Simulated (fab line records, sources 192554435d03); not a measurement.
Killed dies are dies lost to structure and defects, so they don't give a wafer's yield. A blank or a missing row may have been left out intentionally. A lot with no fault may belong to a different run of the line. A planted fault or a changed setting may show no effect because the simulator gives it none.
The tool behind it: which one? | flow n5Finfet | 24 lots, 72 wafers sampled, at 6 steps of a route of 1938

## WHAT THE GAUGES SHOWED, per wafer
N5_BEOL_M6_THK_MEAS_01. Usual: M6_ILD_THK typically reads 155.4 nm, with standard deviation 2.
lot  | measured     | on           | M6_ILD_THK (nm)   | flag
L074 | day 8 16:18  | filmMetro-02 | 153.6 156.1 154.7 | 
L075 | day 8 23:28  | filmMetro-02 | 155.5 155.5 156.4 | 
L076 | day 9 01:18  | filmMetro-01 | 153.0 152.0 154.3 | 
L077 | day 9 08:47  | filmMetro-01 | 150.6 151.7 152.4 | 
L078 | day 9 09:39  | filmMetro-02 | 153.9 154.4 156.9 | 
L079 | day 9 09:41  | filmMetro-02 | 152.4 152.8 154.6 | 
L080 | day 10 05:01 | filmMetro-02 | 155.8 157.9 155.2 | 
L081 | day 10 05:48 | filmMetro-02 | 150.8 153.2 155.3 | 
L082 | day 10 14:02 | filmMetro-02 | 155.2 158.3 156.6 | 
L083 | day 10 23:17 | filmMetro-01 | 155.8 154.7 155.9 | 
L084 | day 11 03:18 | filmMetro-02 | 154.6 155.0 158.2 | 
L086 | day 11 10:31 | filmMetro-02 | 157.8 159.0 160.2 | 
L085 | day 11 10:38 | filmMetro-02 | 153.0 155.2 157.1 | 
L088 | day 11 18:41 | filmMetro-02 | 154.8 152.7 156.8 | 
L087 | day 11 19:56 | filmMetro-01 | 152.3 156.5 155.7 | 
L089 | day 12 04:10 | filmMetro-01 | 154.9 157.3 156.2 | 
L091 | day 12 18:50 | filmMetro-01 | 155.7 156.9 158.1 | 
L090 | day 13 03:35 | filmMetro-01 | 154.6 154.5 155.5 | 
L092 | day 13 05:02 | filmMetro-01 | 152.9 154.6 155.3 | 
L093 | day 13 08:01 | filmMetro-02 | 153.5 155.1 155.5 | 
L094 | day 13 09:50 | filmMetro-01 | 153.7 157.4 157.6 | 
L096 | day 13 22:19 | filmMetro-02 | 151.6 155.8 155.9 | 
L095 | day 14 06:10 | filmMetro-01 | 154.7 159.5 159.8 | 
L097 | day 14 10:14 | filmMetro-01 | 156.3 156.2 157.1 | 

N5_BEOL_M6_INSPECT_30: inspects for defects (brightfield). Usual: rawDefectCount 389, standard deviation 85.
lot  | measured     | on               | rawDefectCount | flag
L074 | day 8 21:43  | defectInspect-02 | 427 275 402    | 
L075 | day 9 01:34  | defectInspect-02 | 290 273 417    | 
L076 | day 9 07:19  | defectInspect-01 | 306 424 282    | 
L077 | day 9 11:00  | defectInspect-02 | 422 343 480    | 
L078 | day 9 14:02  | defectInspect-01 | 338 413 371    | 
L079 | day 9 14:09  | defectInspect-02 | 373 533 340    | 
L080 | day 10 09:20 | defectInspect-01 | 446 269 307    | 
L081 | day 10 09:29 | defectInspect-02 | 266 339 569    | 
L082 | day 10 15:41 | defectInspect-01 | 345 542 442    | 
L083 | day 11 02:56 | defectInspect-02 | 294 273 329    | 
L084 | day 11 07:22 | defectInspect-02 | 320 441 428    | 
L086 | day 11 14:02 | defectInspect-02 | 347 351 336    | 
L085 | day 11 14:12 | defectInspect-02 | 311 379 413    | 
L088 | day 11 22:04 | defectInspect-01 | 286 320 336    | 
L087 | day 12 02:10 | defectInspect-02 | 388 362 478    | 
L089 | day 12 08:10 | defectInspect-01 | 531 524 470    | 
L091 | day 12 23:13 | defectInspect-01 | 561 395 504    | 
L090 | day 13 06:32 | defectInspect-02 | 282 450 323    | 
L092 | day 13 10:42 | defectInspect-02 | 288 266 371    | 
L093 | day 13 10:52 | defectInspect-01 | 407 520 350    | 
L094 | day 13 13:55 | defectInspect-02 | 383 353 373    | 
L096 | day 14 01:31 | defectInspect-02 | 358 264 283    | 
L095 | day 14 10:16 | defectInspect-01 | 478 388 382    | 
L097 | day 14 13:59 | defectInspect-01 | 513 363 444    | 

## TOOL THAT RAN EACH LOT (tool first, then ch and the chambers of the sampled wafers, then the start)
lot  | N5_BEOL_M5_DESCUM_33              | N5_BEOL_M5_DEGAS_44         | N5_BEOL_M5_ANNEAL_89        | N5_BEOL_M6_STRIP_19
L074 | rieDiel-05 ch 1,2,3, day 8 08:16  | pvdSputter-03, day 8 09:13  | pvdSputter-01, day 8 13:28  | rieDiel-06 ch 0,1,2, day 8 18:48
L075 | rieDiel-05 ch 1,2,3, day 8 13:49  | pvdSputter-01, day 8 15:02  | pvdSputter-03, day 8 20:46  | rieDiel-04 ch 2,3, day 9 00:57
L076 | rieDiel-03 ch 1,2,3, day 8 17:13  | pvdSputter-02, day 8 18:24  | pvdSputter-02, day 8 22:24  | rieDiel-01 ch 0,1,3, day 9 03:29
L077 | rieDiel-03 ch 1,2, day 8 23:53    | pvdSputter-03, day 9 01:58  | pvdSputter-02, day 9 05:53  | rieDiel-06 ch 0,1, day 9 09:53
L078 | rieDiel-05 ch 0,2,3, day 9 01:44  | pvdSputter-03, day 9 02:52  | pvdSputter-03, day 9 06:55  | rieDiel-01 ch 0,1,2, day 9 12:26
L079 | rieDiel-03 ch 1,2,3, day 9 01:59  | pvdSputter-03, day 9 02:57  | pvdSputter-01, day 9 06:58  | rieDiel-01 ch 0,1,3, day 9 12:52
L080 | rieDiel-05 ch 0,1, day 9 20:25    | pvdSputter-03, day 9 21:37  | pvdSputter-02, day 10 01:43 | rieDiel-01 ch 0,1,2, day 10 07:44
L081 | rieDiel-02 ch 0,2,3, day 9 20:26  | pvdSputter-01, day 9 21:53  | pvdSputter-03, day 10 03:04 | rieDiel-01 ch 0,2,3, day 10 07:48
L082 | rieDiel-03 ch 0,1,2, day 10 03:02 | pvdSputter-03, day 10 04:08 | pvdSputter-03, day 10 09:36 | rieDiel-06 ch 0,1, day 10 15:07
L083 | rieDiel-02 ch 0,1,3, day 10 12:47 | pvdSputter-02, day 10 16:15 | pvdSputter-02, day 10 20:15 | rieDiel-04 ch 0,2, day 11 01:10
L084 | rieDiel-03 ch 2,3, day 10 19:23   | pvdSputter-03, day 10 20:32 | pvdSputter-03, day 11 00:34 | rieDiel-01 ch 1,3, day 11 05:11
L086 | rieDiel-02 ch 0,2,3, day 11 00:53 | pvdSputter-02, day 11 03:23 | pvdSputter-03, day 11 07:35 | rieDiel-06 ch 2,3, day 11 12:58
L085 | rieDiel-03 ch 0,2, day 11 01:22   | pvdSputter-01, day 11 03:28 | pvdSputter-02, day 11 07:38 | rieDiel-06 ch 0,3, day 11 13:01
L088 | rieDiel-05 ch 1,2,3, day 11 10:58 | pvdSputter-01, day 11 12:04 | pvdSputter-03, day 11 15:59 | rieDiel-01 ch 1,2,3, day 11 21:25
L087 | rieDiel-05 ch 2,3, day 11 11:22   | pvdSputter-03, day 11 12:17 | pvdSputter-02, day 11 16:56 | rieDiel-01 ch 0,1,2, day 11 21:38
L089 | rieDiel-05 ch 0,3, day 11 18:42   | pvdSputter-02, day 11 20:23 | pvdSputter-02, day 12 00:58 | rieDiel-06 ch 2,3, day 12 07:11
L091 | rieDiel-03 ch 0,1, day 12 10:02   | pvdSputter-02, day 12 11:56 | pvdSputter-02, day 12 15:53 | rieDiel-01 ch 0,2,3, day 12 20:53
L090 | rieDiel-05 ch 0,3, day 12 19:02   | pvdSputter-03, day 12 20:29 | pvdSputter-02, day 13 00:25 | rieDiel-01 ch 0,3, day 13 05:00
L092 | rieDiel-03 ch 0,1,3, day 12 19:35 | pvdSputter-02, day 12 20:53 | pvdSputter-03, day 13 01:51 | rieDiel-06 ch 0,2,3, day 13 07:58
L093 | rieDiel-02 ch 1,2,3, day 12 23:22 | pvdSputter-01, day 13 00:39 | pvdSputter-02, day 13 04:50 | rieDiel-04 ch 0,3, day 13 09:40
L094 | rieDiel-05 ch 1,3, day 13 01:01   | pvdSputter-01, day 13 02:22 | pvdSputter-03, day 13 06:36 | rieDiel-04 ch 0,1,3, day 13 12:28
L096 | rieDiel-03 ch 0,2, day 13 13:52   | pvdSputter-03, day 13 14:49 | pvdSputter-02, day 13 18:54 | rieDiel-04 ch 0,3, day 13 23:52
L095 | rieDiel-02 ch 0,2,3, day 13 20:48 | pvdSputter-02, day 13 22:44 | pvdSputter-01, day 14 02:50 | rieDiel-04 ch 0,2,3, day 14 09:34
L097 | rieDiel-03 ch 1,2,3, day 14 01:45 | pvdSputter-02, day 14 03:06 | pvdSputter-02, day 14 07:01 | rieDiel-01 ch 0,1,2, day 14 13:05
- N5_BEOL_M5_DESCUM_33: chemistry O2, time 7 s.
- N5_BEOL_M5_DEGAS_44: time 60 s.
- N5_BEOL_M5_ANNEAL_89: time 1800 s.
- N5_BEOL_M6_STRIP_19: strips in O2.

## AS READ BY THE TOOLS THEMSELVES (means over the sampled wafers that have a number; for cases with no such wafer, the mark the record gives instead)
N5_BEOL_M5_DESCUM_33. Usual: drypumpMotorCurrentA 5.5 A, standard deviation 0.48; oesProductAu 0.78 a.u., standard deviation 0.087; rfFwdPowerW 49.41 W, standard deviation 0.22; rfVppV 243.3 V, standard deviation 1.3; showerheadPlenumPTorr 2.09 Torr, standard deviation 0.062; throttleValvePct 20.42 %, standard deviation 0.21.
lot  | tool       | drypumpMotorCurrentA (A) | oesProductAu (a.u.) | rfFwdPowerW (W) | rfVppV (V) | showerheadPlenumPTorr (Torr) | throttleValvePct (%) | flag
L074 | rieDiel-05 | 5.6                      | 0.72                | 49.32           | 242.9      | 2.05                         | 20.53                | 
L075 | rieDiel-05 | 5.7                      | 0.72                | 49.36           | 242.3      | 2.05                         | 20.53                | 
L076 | rieDiel-03 | 5.2                      | 0.82                | 49.32           | 243.1      | 2.10                         | 20.30                | 
L077 | rieDiel-03 | 5.2                      | 0.85                | 49.30           | 244.6      | 2.11                         | 20.26                | 
L078 | rieDiel-05 | 6.1                      | 0.70                | 49.29           | 242.2      | 2.02                         | 20.72                | 
L079 | rieDiel-03 | 5.2                      | 0.82                | 49.34           | 243.7      | 2.10                         | 20.30                | 
L080 | rieDiel-05 | 5.5                      | 0.70                | 49.49           | 244.0      | 2.12                         | 20.44                | 
L081 | rieDiel-02 | 5.6                      | 0.80                | 49.48           | 244.8      | 2.16                         | 20.32                | 
L082 | rieDiel-03 | 5.3                      | 0.84                | 49.44           | 243.8      | 2.12                         | 20.31                | 
L083 | rieDiel-02 | 5.7                      | 0.83                | 49.68           | 244.9      | 2.17                         | 20.21                | 
L084 | rieDiel-03 | 5.0                      | 0.84                | 49.23           | 244.5      | 2.11                         | 20.34                | 
L086 | rieDiel-02 | 5.6                      | 0.79                | 49.51           | 243.5      | 2.16                         | 20.34                | 
L085 | rieDiel-03 | 5.0                      | 0.87                | 49.37           | 244.0      | 2.13                         | 20.35                | 
L088 | rieDiel-05 | 5.6                      | 0.70                | 49.32           | 242.7      | 2.04                         | 20.55                | 
L087 | rieDiel-05 | 6.0                      | 0.70                | 49.34           | 241.7      | 1.99                         | 20.74                | 
L089 | rieDiel-05 | 5.8                      | 0.83                | 49.24           | 242.6      | 2.01                         | 20.54                | 
L091 | rieDiel-03 | 5.5                      | 0.78                | 49.33           | 242.4      | 2.10                         | 20.33                | 
L090 | rieDiel-05 | 5.8                      | 0.80                | 49.42           | 241.3      | 2.01                         | 20.56                | 
L092 | rieDiel-03 | 5.4                      | 0.74                | 49.32           | 243.6      | 2.09                         | 20.39                | 
L093 | rieDiel-02 | 5.5                      | 0.77                | 49.46           | 243.3      | 2.13                         | 20.46                | 
L094 | rieDiel-05 | 5.2                      | 0.69                | 49.41           | 244.2      | 2.09                         | 20.41                | 
L096 | rieDiel-03 | 5.0                      | 0.84                | 49.46           | 243.1      | 2.12                         | 20.40                | 
L095 | rieDiel-02 | 5.6                      | 0.77                | 49.45           | 244.0      | 2.15                         | 20.35                | 
L097 | rieDiel-03 | 5.2                      | 0.77                | 49.29           | 244.3      | 2.09                         | 20.37                | 

N5_BEOL_M5_DEGAS_44. Usual: heaterPowerW 352 W, standard deviation 51.
lot  | tool          | heaterPowerW (W) | flag
L074 | pvdSputter-03 | 318              | 
L075 | pvdSputter-01 | 348              | 
L076 | pvdSputter-02 | 336              | 
L077 | pvdSputter-03 | 382              | 
L078 | pvdSputter-03 | 358              | 
L079 | pvdSputter-03 | 353              | 
L080 | pvdSputter-03 | 378              | 
L081 | pvdSputter-01 | 329              | 
L082 | pvdSputter-03 | 357              | 
L083 | pvdSputter-02 | 320              | 
L084 | pvdSputter-03 | 377              | 
L086 | pvdSputter-02 | 318              | 
L085 | pvdSputter-01 | 312              | 
L088 | pvdSputter-01 | 327              | 
L087 | pvdSputter-03 | 374              | 
L089 | pvdSputter-02 | 349              | 
L091 | pvdSputter-02 | 363              | 
L090 | pvdSputter-03 | 371              | 
L092 | pvdSputter-02 | 340              | 
L093 | pvdSputter-01 | 331              | 
L094 | pvdSputter-01 | 350              | 
L096 | pvdSputter-03 | 430              | 
L095 | pvdSputter-02 | 360              | 
L097 | pvdSputter-02 | 368              | 

N5_BEOL_M5_ANNEAL_89. Usual: heaterPowerW 872 W, standard deviation 120.
lot  | tool          | heaterPowerW (W) | flag
L074 | pvdSputter-01 | 840              | 
L075 | pvdSputter-03 | 937              | 
L076 | pvdSputter-02 | 870              | 
L077 | pvdSputter-02 | 906              | 
L078 | pvdSputter-03 | 946              | 
L079 | pvdSputter-01 | 832              | 
L080 | pvdSputter-02 | 912              | 
L081 | pvdSputter-03 | 1061             | 
L082 | pvdSputter-03 | 885              | 
L083 | pvdSputter-02 | 854              | 
L084 | pvdSputter-03 | 873              | 
L086 | pvdSputter-03 | 758              | 
L085 | pvdSputter-02 | 819              | 
L088 | pvdSputter-03 | 889              | 
L087 | pvdSputter-02 | 843              | 
L089 | pvdSputter-02 | 906              | 
L091 | pvdSputter-02 | 827              | 
L090 | pvdSputter-02 | 888              | 
L092 | pvdSputter-03 | 791              | 
L093 | pvdSputter-02 | 839              | 
L094 | pvdSputter-03 | 801              | 
L096 | pvdSputter-02 | 894              | 
L095 | pvdSputter-01 | 875              | 
L097 | pvdSputter-02 | 805              | 

N5_BEOL_M6_STRIP_19. Usual: drypumpMotorCurrentA 5.6 A, standard deviation 0.49; oesProductAu 0.82 a.u., standard deviation 0.091; rfVppV 3.6 V, standard deviation 0.62; showerheadPlenumPTorr 2.10 Torr, standard deviation 0.064; throttleValvePct 16.64 %, standard deviation 0.19.
lot  | tool       | drypumpMotorCurrentA (A) | oesProductAu (a.u.) | rfVppV (V) | showerheadPlenumPTorr (Torr) | throttleValvePct (%) | flag
L074 | rieDiel-06 | 5.4                      | 0.79                | 3.2        | 2.10                         | 16.67                | 
L075 | rieDiel-04 | 6.2                      | 0.88                | 3.9        | 2.15                         | 16.50                | 
L076 | rieDiel-01 | 5.4                      | 0.91                | 3.0        | 2.11                         | 16.57                | 
L077 | rieDiel-06 | 5.4                      | 0.70                | 3.9        | 2.10                         | 16.76                | 
L078 | rieDiel-01 | 5.2                      | 0.85                | 3.3        | 2.09                         | 16.55                | 
L079 | rieDiel-01 | 5.3                      | 0.91                | 4.0        | 2.11                         | 16.56                | 
L080 | rieDiel-01 | 5.2                      | 0.85                | 4.0        | 2.09                         | 16.58                | 
L081 | rieDiel-01 | 5.6                      | 0.83                | 4.0        | 2.12                         | 16.67                | 
L082 | rieDiel-06 | 5.4                      | 0.72                | 3.7        | 2.14                         | 16.80                | 
L083 | rieDiel-04 | 5.9                      | 0.93                | 3.9        | 2.12                         | 16.68                | 
L084 | rieDiel-01 | 5.5                      | 0.86                | 4.0        | 2.11                         | 16.52                | 
L086 | rieDiel-06 | 6.3                      | 0.78                | 3.1        | 2.14                         | 16.73                | 
L085 | rieDiel-06 | 5.9                      | 0.74                | 3.5        | 2.17                         | 16.85                | 
L088 | rieDiel-01 | 5.4                      | 0.81                | 3.6        | 2.08                         | 16.52                | 
L087 | rieDiel-01 | 5.2                      | 0.82                | 3.5        | 2.08                         | 16.61                | 
L089 | rieDiel-06 | 6.3                      | 0.77                | 4.2        | 2.13                         | 16.76                | 
L091 | rieDiel-01 | 5.5                      | 0.80                | 3.0        | 2.11                         | 16.72                | 
L090 | rieDiel-01 | 5.6                      | 0.85                | 3.3        | 2.13                         | 16.72                | 
L092 | rieDiel-06 | 5.9                      | 0.76                | 3.2        | 2.13                         | 16.79                | 
L093 | rieDiel-04 | 5.6                      | 0.77                | 3.6        | 2.01                         | 16.62                | 
L094 | rieDiel-04 | 5.6                      | 0.86                | 3.7        | 2.03                         | 16.52                | 
L096 | rieDiel-04 | 5.6                      | 0.76                | 3.3        | 2.00                         | 16.62                | 
L095 | rieDiel-04 | 5.9                      | 0.81                | 3.1        | 2.08                         | 16.65                | 
L097 | rieDiel-01 | 5.2                      | 0.78                | 3.8        | 2.08                         | 16.65                | 

## THE ANSWER, worked out from the rows above alone
Rule: lot off if the mean of its wafers having a number is beyond 3 standard deviations from the usual mean. A lot without any number at a reading at which 4 lots or more have one is off too. All remaining lots with rows at the step are treated as sound. Order of review: gauges by route order, followed by the tools' own readings, for which a lot's mean as printed above is used. At the first step where some lot is off, the reading lying furthest off is the one used; lots without a number count as furthest.
None of the lots is off at any reading shown; this tells nothing.

## WHAT THE SIMULATOR HAD INSERTED
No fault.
